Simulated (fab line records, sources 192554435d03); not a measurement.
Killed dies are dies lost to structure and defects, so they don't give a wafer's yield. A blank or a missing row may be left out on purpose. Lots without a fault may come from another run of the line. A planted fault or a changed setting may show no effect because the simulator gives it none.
Chamber matching | flow n5_finfet | N5_BEOL_M4_STRIP_66 on rie_diel-06: 4 sister chambers
The step strips in CF4. 8 wafers are shown with their chamber, then 11 later ones without.

WAFERS WITH THEIR CHAMBER
wafer  | chamber | showerhead_plenum_p_Torr (Torr) | drypump_motor_current_A (A)
L079.2 | 2       | 1.82                            | 5.64
L080.6 | 2       | 1.82                            | 5.67
L087.1 | 1       | 1.84                            | 5.91
L087.5 | 0       | 1.75                            | 5.59
L092.3 | 3       | 1.80                            | 6.04
L092.4 | 0       | 1.74                            | 5.57
L092.5 | 1       | 1.84                            | 5.91
L091.1 | 3       | 1.80                            | 6.05

WAFERS WITHOUT THEIR CHAMBER
wafer  | showerhead_plenum_p_Torr (Torr) | drypump_motor_current_A (A)
L091.2 | 1.84                            | 5.90
L091.6 | 1.80                            | 6.05
L093.2 | 1.84                            | 5.93
L093.4 | 1.74                            | 5.55
L093.5 | 1.74                            | 5.49
L096.1 | 1.79                            | 6.02
L096.2 | 1.84                            | 5.91
L096.3 | 1.74                            | 5.54
L097.1 | 1.79                            | 6.04
L097.2 | 1.81                            | 5.66
L097.6 | 1.83                            | 5.92

WHICH CHAMBER EACH WENT THROUGH
wafer  | from the rows above | in truth
L091.2 | 1                   | 1
L091.6 | 3                   | 3
L093.2 | 1                   | 1
L093.4 | 0                   | 0
L093.5 | 0                   | 0
L096.1 | 3                   | 3
L096.2 | 1                   | 1
L096.3 | 0                   | 0
L097.1 | 3                   | 3
L097.2 | 2                   | 2
L097.6 | 1                   | 1
Placed correctly: 11 of 11. Can't be placed from these rows: 0. Placed wrongly: 0.
How it was worked out, from the rows above alone: a wafer's distance from a chamber is the root of the sum, over the readings, of the square of ((its reading less the chamber's mean) divided by the reading's scatter). The wafer belongs to the nearest chamber; if the next one is less than 2 further off, it can't be placed. A chamber's mean is the mean of its shown wafers. The scatter: the root of (the sum of the squares of (reading less its chamber's mean) over the shown wafers, divided by (wafers less chambers)).
